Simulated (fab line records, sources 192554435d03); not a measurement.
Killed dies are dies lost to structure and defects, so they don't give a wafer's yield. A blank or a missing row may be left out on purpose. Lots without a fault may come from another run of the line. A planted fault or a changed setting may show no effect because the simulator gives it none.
Chamber matching | flow n5_finfet | N5_BEOL_M14_DEP_53 on pecvd-03: 3 sister chambers
The step deposits SiCN from 3MS/NH3, target thk 50 nm, time 17.8 s. 6 wafers are shown with their chamber, then 9 later ones without.

WAFERS WITH THEIR CHAMBER
wafer  | chamber | throttle_valve_pct (%) | showerhead_plenum_p_Torr (Torr)
L091.2 | 2       | 17.8                   | 4.168
L091.4 | 0       | 18.2                   | 4.144
L091.5 | 1       | 19.2                   | 4.171
L094.2 | 2       | 17.9                   | 4.169
L094.3 | 0       | 18.2                   | 4.147
L094.4 | 1       | 19.2                   | 4.148

WAFERS WITHOUT THEIR CHAMBER
wafer  | throttle_valve_pct (%) | showerhead_plenum_p_Torr (Torr)
L093.1 | 19.1                   | 4.161
L093.2 | 17.8                   | 4.175
L093.4 | 18.1                   | 4.177
L096.2 | 18.0                   | 4.140
L096.3 | 19.4                   | 4.163
L096.5 | 19.2                   | 4.157
L095.3 | 18.0                   | 4.171
L095.4 | 19.3                   | 4.167
L095.5 | 17.9                   | 4.166

WHICH CHAMBER EACH WENT THROUGH
wafer  | from the rows above     | in truth
L093.1 | 1                       | 1
L093.2 | 2                       | 2
L093.4 | 0                       | 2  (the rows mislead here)
L096.2 | can't be placed: 2 or 0 | 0
L096.3 | 1                       | 1
L096.5 | 1                       | 1
L095.3 | can't be placed: 2 or 0 | 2
L095.4 | 1                       | 1
L095.5 | 2                       | 2
Placed correctly: 6 of 9. Can't be placed from these rows: 2 (the true chamber is among the candidates in 2). Placed wrongly: 1.
How it was worked out, from the rows above alone: a wafer's distance from a chamber is the root of the sum, over the readings, of the square of ((its reading less the chamber's mean) divided by the reading's scatter). The wafer belongs to the nearest chamber; if the next one is less than 2 further off, it can't be placed. A chamber's mean is the mean of its shown wafers. The scatter: the root of (the sum of the squares of (reading less its chamber's mean) over the shown wafers, divided by (wafers less chambers)).
